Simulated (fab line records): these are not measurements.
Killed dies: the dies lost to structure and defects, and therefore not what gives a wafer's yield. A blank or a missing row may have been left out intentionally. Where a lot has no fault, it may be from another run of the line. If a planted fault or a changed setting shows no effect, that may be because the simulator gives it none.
Which tool did it? :: flow nand harc :: 12 lots, 36 wafers sampled, at 5 steps of a route of 1302

WHAT THE GAUGES SHOWED, per wafer
NHARC_A_BLC_INSPECT_12.
lot: L993
measured: day 22 00:34
on: defect inspect-02
raw defect count: 61 69 72

lot: L994
measured: day 22 20:21
on: defect inspect-02
raw defect count: 104 131 83

lot: L996
measured: day 23 05:39
on: defect inspect-01
raw defect count: 74 66 88

lot: L997
measured: day 23 21:30
on: defect inspect-01
raw defect count: 104 116 104

lot: L100
measured: day 25 13:07
on: defect inspect-02
raw defect count: 22 26 27

lot: L101
measured: day 25 16:08
on: defect inspect-01
raw defect count: 159 172 167

lot: L109
measured: day 28 17:23
on: defect inspect-02
raw defect count: 93 102 108

lot: L112
measured: day 30 06:32
on: defect inspect-02
raw defect count: 94 85 61

lot: L113
measured: day 30 12:50
on: defect inspect-01
raw defect count: 135 109 99

lot: L114
measured: day 30 22:34
on: defect inspect-01
raw defect count: 41 35 46

lot: L116
measured: day 31 14:48
on: defect inspect-01
raw defect count: 154 124 127

lot: L115
measured: day 31 16:38
on: defect inspect-02
raw defect count: 28 18 14

NHARC_END_SORT_01.
lot: L994
measured: day 24 17:01
on: prober-02
defect limited yield (%): 88.8 89.7 91.7
killed at array: 72 65 47
killed at other: 1 1 1
killed at periphery: 3 4 8
killed dies: 76 70 56
killed open: 4 2 2
killed short: 2 0 1

lot: L996
measured: day 24 23:22
on: prober-01
defect limited yield (%): 89.5 91.9 89.7
killed at array: 61 49 58
killed at other: 0 0 0
killed at periphery: 10 6 12
killed dies: 71 55 70
killed open: 6 4 7
killed short: 2 3 3

TOOL THAT RAN EACH LOT (tool first, then ch and the chambers of the sampled wafers, then the start)
lot: L993
NHARC_A_M0_ETCH_34: rie diel-11 ch 0,2,3, day 22 04:46
NHARC_A_M0_STRIP_18: rie diel-08 ch 1,2,3, day 22 05:03
NHARC_A_M0_PRE_CLEAN_31: pecvd-02 ch 0,1,2, day 22 07:13

lot: L994
NHARC_A_M0_ETCH_34: rie diel-09 ch 1,3, day 23 00:35
NHARC_A_M0_STRIP_18: rie diel-09 ch 0,1,3, day 23 00:55
NHARC_A_M0_PRE_CLEAN_31: pecvd-03 ch 1,2, day 23 03:05

lot: L996
NHARC_A_M0_ETCH_34: rie diel-11 ch 0,1, day 23 09:55
NHARC_A_M0_STRIP_18: rie diel-08 ch 2,3, day 23 10:13
NHARC_A_M0_PRE_CLEAN_31: pecvd-04 ch 0,1,2, day 23 12:31

lot: L997
NHARC_A_M0_ETCH_34: rie diel-08 ch 0,1,3, day 24 02:17
NHARC_A_M0_STRIP_18: rie diel-09 ch 0,2,3, day 24 02:35
NHARC_A_M0_PRE_CLEAN_31: pecvd-02 ch 0,1,2, day 24 04:44

lot: L100
NHARC_A_M0_ETCH_34: rie diel-11 ch 0,2, day 25 17:25
NHARC_A_M0_STRIP_18: rie diel-09 ch 0,2,3, day 25 17:43
NHARC_A_M0_PRE_CLEAN_31: pecvd-03 ch 0,1,2, day 25 19:51

lot: L101
NHARC_A_M0_ETCH_34: rie diel-11 ch 2,3, day 25 20:13
NHARC_A_M0_STRIP_18: rie diel-08 ch 0,2,3, day 25 20:31
NHARC_A_M0_PRE_CLEAN_31: pecvd-04 ch 0,1, day 25 23:07

lot: L109
NHARC_A_M0_ETCH_34: rie diel-09 ch 0,2, day 28 21:41
NHARC_A_M0_STRIP_18: rie diel-08 ch 0,1,2, day 28 22:00
NHARC_A_M0_PRE_CLEAN_31: pecvd-03 ch 0,1,2, day 29 00:12

lot: L112
NHARC_A_M0_ETCH_34: rie diel-08 ch 1,2,3, day 30 10:36
NHARC_A_M0_STRIP_18: rie diel-11 ch 0,1,3, day 30 10:53
NHARC_A_M0_PRE_CLEAN_31: pecvd-02 ch 0,1,2, day 30 13:04

lot: L113
NHARC_A_M0_ETCH_34: rie diel-11 ch 0,1,3, day 30 17:13
NHARC_A_M0_STRIP_18: rie diel-11 ch 0,1,3, day 30 17:31
NHARC_A_M0_PRE_CLEAN_31: pecvd-04 ch 0,2, day 30 19:41

lot: L114
NHARC_A_M0_ETCH_34: rie diel-09 ch 0,2, day 31 03:00
NHARC_A_M0_STRIP_18: rie diel-11 ch 0,2,3, day 31 03:19
NHARC_A_M0_PRE_CLEAN_31: pecvd-03 ch 1,2, day 31 05:32

lot: L116
NHARC_A_M0_ETCH_34: rie diel-08 ch 1,3, day 31 19:03
NHARC_A_M0_STRIP_18: rie diel-09 ch 0,2, day 31 19:21
NHARC_A_M0_PRE_CLEAN_31: pecvd-04 ch 0,2, day 31 21:31

lot: L115
NHARC_A_M0_ETCH_34: rie diel-08 ch 0,3, day 31 20:52
NHARC_A_M0_STRIP_18: rie diel-11 ch 0,2, day 31 21:12
NHARC_A_M0_PRE_CLEAN_31: pecvd-04 ch 1,2, day 31 23:20
- NHARC_A_M0_ETCH_34: etches the open film in N2/H2, target depth 40 nm, overetch 12 nm, time 43.94 s.
- NHARC_A_M0_STRIP_18: strips in N2/H2.
- NHARC_A_M0_PRE_CLEAN_31: time 12 s.

WHAT THE TOOLS THEMSELVES READ (means of the sampled wafers that have a number; where no wafer has one, the mark that the record gives instead)
NHARC_A_M0_ETCH_34.
lot: L993
tool: rie diel-11
drypump motor current A (A): 6.1
oes product au (a.u.): 0.991
rf vpp V (V): 430.5
showerhead plenum p Torr (Torr): 2.04
throttle valve pct (%): 14.157

lot: L994
tool: rie diel-09
drypump motor current A (A): 5.9
oes product au (a.u.): 1.007
rf vpp V (V): 431.7
showerhead plenum p Torr (Torr): 2.05
throttle valve pct (%): 14.170

lot: L996
tool: rie diel-11
drypump motor current A (A): 6.4
oes product au (a.u.): 1.012
rf vpp V (V): 432.8
showerhead plenum p Torr (Torr): 2.09
throttle valve pct (%): 14.164

lot: L997
tool: rie diel-08
drypump motor current A (A): 5.5
oes product au (a.u.): 1.003
rf vpp V (V): 432.0
showerhead plenum p Torr (Torr): 2.10
throttle valve pct (%): 14.169

lot: L100
tool: rie diel-11
drypump motor current A (A): 6.2
oes product au (a.u.): 0.872
rf vpp V (V): 432.0
showerhead plenum p Torr (Torr): 2.08
throttle valve pct (%): 14.168

lot: L101
tool: rie diel-11
drypump motor current A (A): 6.5
oes product au (a.u.): 0.856
rf vpp V (V): 432.0
showerhead plenum p Torr (Torr): 2.07
throttle valve pct (%): 14.170

lot: L109
tool: rie diel-09
drypump motor current A (A): 5.8
oes product au (a.u.): 1.004
rf vpp V (V): 432.9
showerhead plenum p Torr (Torr): 2.14
throttle valve pct (%): 14.171

lot: L112
tool: rie diel-08
drypump motor current A (A): 5.8
oes product au (a.u.): 1.000
rf vpp V (V): 432.7
showerhead plenum p Torr (Torr): 2.11
throttle valve pct (%): 14.162

lot: L113
tool: rie diel-11
drypump motor current A (A): 6.3
oes product au (a.u.): 0.996
rf vpp V (V): 430.5
showerhead plenum p Torr (Torr): 2.04
throttle valve pct (%): 14.164

lot: L114
tool: rie diel-09
drypump motor current A (A): 5.8
oes product au (a.u.): 0.990
rf vpp V (V): 432.7
showerhead plenum p Torr (Torr): 2.14
throttle valve pct (%): 14.172

lot: L116
tool: rie diel-08
drypump motor current A (A): 5.2
oes product au (a.u.): 1.003
rf vpp V (V): 431.5
showerhead plenum p Torr (Torr): 2.06
throttle valve pct (%): 14.176

lot: L115
tool: rie diel-08
drypump motor current A (A): 5.6
oes product au (a.u.): 1.013
rf vpp V (V): 431.5
showerhead plenum p Torr (Torr): 2.10
throttle valve pct (%): 14.183

NHARC_A_M0_STRIP_18.
lot: L993
tool: rie diel-08
drypump motor current A (A): 5.8
oes product au (a.u.): 1.013
rf vpp V (V): 90.9
showerhead plenum p Torr (Torr): 2.12
throttle valve pct (%): 14.174

lot: L994
tool: rie diel-09
drypump motor current A (A): 5.9
oes product au (a.u.): 1.006
rf vpp V (V): 90.2
showerhead plenum p Torr (Torr): 2.07
throttle valve pct (%): 14.167

lot: L996
tool: rie diel-08
drypump motor current A (A): 5.7
oes product au (a.u.): 1.010
rf vpp V (V): 90.5
showerhead plenum p Torr (Torr): 2.08
throttle valve pct (%): 14.165

lot: L997
tool: rie diel-09
drypump motor current A (A): 5.9
oes product au (a.u.): 0.997
rf vpp V (V): 90.2
showerhead plenum p Torr (Torr): 2.10
throttle valve pct (%): 14.169

lot: L100
tool: rie diel-09
drypump motor current A (A): 5.9
oes product au (a.u.): 1.006
rf vpp V (V): 90.8
showerhead plenum p Torr (Torr): 2.10
throttle valve pct (%): 14.178

lot: L101
tool: rie diel-08
drypump motor current A (A): 5.9
oes product au (a.u.): 1.006
rf vpp V (V): 91.2
showerhead plenum p Torr (Torr): 2.12
throttle valve pct (%): 14.177

lot: L109
tool: rie diel-08
drypump motor current A (A): 6.1
oes product au (a.u.): 1.000
rf vpp V (V): 92.0
showerhead plenum p Torr (Torr): 2.15
throttle valve pct (%): 14.171

lot: L112
tool: rie diel-11
drypump motor current A (A): 6.3
oes product au (a.u.): 1.002
rf vpp V (V): 91.3
showerhead plenum p Torr (Torr): 2.04
throttle valve pct (%): 14.172

lot: L113
tool: rie diel-11
drypump motor current A (A): 6.2
oes product au (a.u.): 1.014
rf vpp V (V): 90.9
showerhead plenum p Torr (Torr): 2.04
throttle valve pct (%): 14.180

lot: L114
tool: rie diel-11
drypump motor current A (A): 6.1
oes product au (a.u.): 1.004
rf vpp V (V): 90.2
showerhead plenum p Torr (Torr): 2.04
throttle valve pct (%): 14.174

lot: L116
tool: rie diel-09
drypump motor current A (A): 5.8
oes product au (a.u.): 1.006
rf vpp V (V): 91.0
showerhead plenum p Torr (Torr): 2.14
throttle valve pct (%): 14.173

lot: L115
tool: rie diel-11
drypump motor current A (A): 5.9
oes product au (a.u.): 0.996
rf vpp V (V): 91.2
showerhead plenum p Torr (Torr): 2.05
throttle valve pct (%): 14.169

NHARC_A_M0_PRE_CLEAN_31.
lot: L993
tool: pecvd-02
heater power w (W): 588
susceptor temp C (C): 370.00

lot: L994
tool: pecvd-03
heater power w (W): 678
susceptor temp C (C): 370.03

lot: L996
tool: pecvd-04
heater power w (W): 572
susceptor temp C (C): 369.80

lot: L997
tool: pecvd-02
heater power w (W): 598
susceptor temp C (C): 370.15

lot: L100
tool: pecvd-03
heater power w (W): 674
susceptor temp C (C): 370.05

lot: L101
tool: pecvd-04
heater power w (W): 612
susceptor temp C (C): 369.88

lot: L109
tool: pecvd-03
heater power w (W): 631
susceptor temp C (C): 370.06

lot: L112
tool: pecvd-02
heater power w (W): 586
susceptor temp C (C): 370.18

lot: L113
tool: pecvd-04
heater power w (W): 604
susceptor temp C (C): 369.94

lot: L114
tool: pecvd-03
heater power w (W): 674
susceptor temp C (C): 369.90

lot: L116
tool: pecvd-04
heater power w (W): 628
susceptor temp C (C): 370.09

lot: L115
tool: pecvd-04
heater power w (W): 618
susceptor temp C (C): 369.92

THE ANSWER, worked out from the rows above alone
Rule: what is usual is taken from the lots themselves. The widest of any qualifying gaps counts: lots, ordered by their means at a reading, are off when they make up no more than a third of the lots, leave a main group of 4 or more, and stand apart from it by 3 or more times the standard deviation of that group's means. A main group is skipped when, at the precision printed for the reading in the tables above, its means are all equal. A lot without any number at a reading at which 4 lots or more have one is off too. The other lots that the step has rows for count as sound. First the gauges in route order, then the tools' own readings, where a lot's mean is used as printed above. The first step at which some lot is off is used, and at that step the reading that is off furthest; a lot without a number counts as furthest.
Off, at NHARC_A_M0_ETCH_34 on oes product au: L100, L101. The main group has a mean of 1.002 a.u. with a standard deviation of 0.0075.
A tool fits if, at that step or a process step before it, it ran every lot that is off, and no sound lot after the first of them. Of those tried, none fits.

WHAT HAD BEEN PUT IN BY THE SIMULATOR
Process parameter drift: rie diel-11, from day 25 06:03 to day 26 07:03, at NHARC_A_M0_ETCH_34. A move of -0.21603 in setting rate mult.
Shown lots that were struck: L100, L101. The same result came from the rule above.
